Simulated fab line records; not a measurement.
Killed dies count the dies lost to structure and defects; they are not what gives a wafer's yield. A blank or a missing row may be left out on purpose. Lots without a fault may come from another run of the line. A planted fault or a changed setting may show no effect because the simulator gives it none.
Split-lot experiment / flow n5_finfet / route with 1938 steps; 7 lots, 21 wafers read

== SPLIT DETAILS ==
At N5_BEOL_M5_ETCH_41 (etches SiCN in CH3F/O2, target depth 31.5 nm, time 56.7 s), the setting source_w was moved away from the recipe's 395 W on 9 of the 21 wafers read, by -9.4% to +14.5%. The other wafers ran this setting at the recipe's value.

The reading is taken at the split's own step.

== THE READING ==
rf_vpp_V, in V, at N5_BEOL_M5_ETCH_41 (etches SiCN in CH3F/O2, target depth 31.5 nm, time 56.7 s). On this fab line, fault-free wafers typically give 297.7 V with a standard deviation of 1.5 V.

wafer=L080.1; tool, chamber at the split=rie_diel-01, 3; source_w as run, W=395; against the recipe=recipe; rf_vpp_V, V=296.4; against lot-mates on the recipe=-
wafer=L080.3; tool, chamber at the split=rie_diel-01, 0; source_w as run, W=395; against the recipe=recipe; rf_vpp_V, V=298.5; against lot-mates on the recipe=-
wafer=L080.6; tool, chamber at the split=rie_diel-01, 3; source_w as run, W=395; against the recipe=recipe; rf_vpp_V, V=297.3; against lot-mates on the recipe=-
wafer=L084.1; tool, chamber at the split=rie_diel-01, 1; source_w as run, W=430.6; against the recipe=+9.0%; rf_vpp_V, V=288.9; against lot-mates on the recipe=-7.8
wafer=L084.3; tool, chamber at the split=rie_diel-01, 2; source_w as run, W=430.6; against the recipe=+9.0%; rf_vpp_V, V=290.0; against lot-mates on the recipe=-6.7
wafer=L084.6; tool, chamber at the split=rie_diel-01, 1; source_w as run, W=395; against the recipe=recipe; rf_vpp_V, V=296.7; against lot-mates on the recipe=-
wafer=L083.2; tool, chamber at the split=rie_diel-01, 0; source_w as run, W=360.3; against the recipe=-8.8%; rf_vpp_V, V=308.8; against lot-mates on the recipe=+10.8
wafer=L083.4; tool, chamber at the split=rie_diel-01, 0; source_w as run, W=395; against the recipe=recipe; rf_vpp_V, V=297.8; against lot-mates on the recipe=-
wafer=L083.6; tool, chamber at the split=rie_diel-01, 1; source_w as run, W=395; against the recipe=recipe; rf_vpp_V, V=298.2; against lot-mates on the recipe=-
wafer=L086.1; tool, chamber at the split=rie_diel-02, 3; source_w as run, W=395; against the recipe=recipe; rf_vpp_V, V=296.4; against lot-mates on the recipe=-
wafer=L086.4; tool, chamber at the split=rie_diel-02, 1; source_w as run, W=395; against the recipe=recipe; rf_vpp_V, V=295.7; against lot-mates on the recipe=-
wafer=L086.6; tool, chamber at the split=rie_diel-02, 3; source_w as run, W=364.8; against the recipe=-7.6%; rf_vpp_V, V=304.8; against lot-mates on the recipe=+8.8
wafer=L090.1; tool, chamber at the split=rie_diel-01, 2; source_w as run, W=395; against the recipe=recipe; rf_vpp_V, V=297.4; against lot-mates on the recipe=-
wafer=L090.3; tool, chamber at the split=rie_diel-01, 1; source_w as run, W=357.8; against the recipe=-9.4%; rf_vpp_V, V=305.5; against lot-mates on the recipe=+8.2
wafer=L090.5; tool, chamber at the split=rie_diel-01, 0; source_w as run, W=395; against the recipe=recipe; rf_vpp_V, V=297.1; against lot-mates on the recipe=-
wafer=L093.2; tool, chamber at the split=rie_diel-03, 2; source_w as run, W=452.1; against the recipe=+14.5%; rf_vpp_V, V=284.4; against lot-mates on the recipe=no lot-mate on the recipe
wafer=L093.3; tool, chamber at the split=rie_diel-03, 3; source_w as run, W=452.1; against the recipe=+14.5%; rf_vpp_V, V=286.2; against lot-mates on the recipe=no lot-mate on the recipe
wafer=L093.5; tool, chamber at the split=rie_diel-03, 0; source_w as run, W=452.1; against the recipe=+14.5%; rf_vpp_V, V=286.2; against lot-mates on the recipe=no lot-mate on the recipe
wafer=L097.2; tool, chamber at the split=rie_diel-01, 1; source_w as run, W=451; against the recipe=+14.2%; rf_vpp_V, V=285.4; against lot-mates on the recipe=-11.0
wafer=L097.3; tool, chamber at the split=rie_diel-01, 3; source_w as run, W=395; against the recipe=recipe; rf_vpp_V, V=297.3; against lot-mates on the recipe=-
wafer=L097.5; tool, chamber at the split=rie_diel-01, 1; source_w as run, W=395; against the recipe=recipe; rf_vpp_V, V=295.4; against lot-mates on the recipe=-

FIT RESULTS
A straight line over all 21 wafers: rf_vpp_V changes by -0.876 V for each +1% of source_w; r = -0.98; the points scatter about the line by 1.3 V.
The same after taking each lot's own level away (the mean of its wafers on the recipe; 18 wafers): -0.899 V for each +1%; r = -0.98; scatter 1.1 V.
On that fit, the largest move of source_w shifts the reading by 13 V.
Across the lots, their own levels run from 296.05 to 298.00 V, a range of 1.3 times the standard deviation given above.
The two slopes agree, so the slope changes little with the lot-to-lot level.
Check: -13.1 V against its lot-mates is what the line predicts for one of the wafers moved furthest among these (+14.2%) when that wafer is left out of the fit. Against them it came out at -11 V.
Tool readings at the split's step, against how far the setting was moved: rf_vpp_V r = -0.98.

== FURTHER SPLITS ON THESE WAFERS ==
Before the reading, these wafers also passed through other splits. Each is held against what the fit with the lots' levels taken away leaves over:
other split on the same wafers=N5_BEOL_M5_HM_DEP_02 target_thk_a; wafers away from the commonest value=7; r with rf_vpp_V (lot level and that fit taken away)=+0.18

== THE FILE'S OWN FIT ==
rf_vpp_V changes by -0.907 V for each +1% of source_w, r = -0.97.
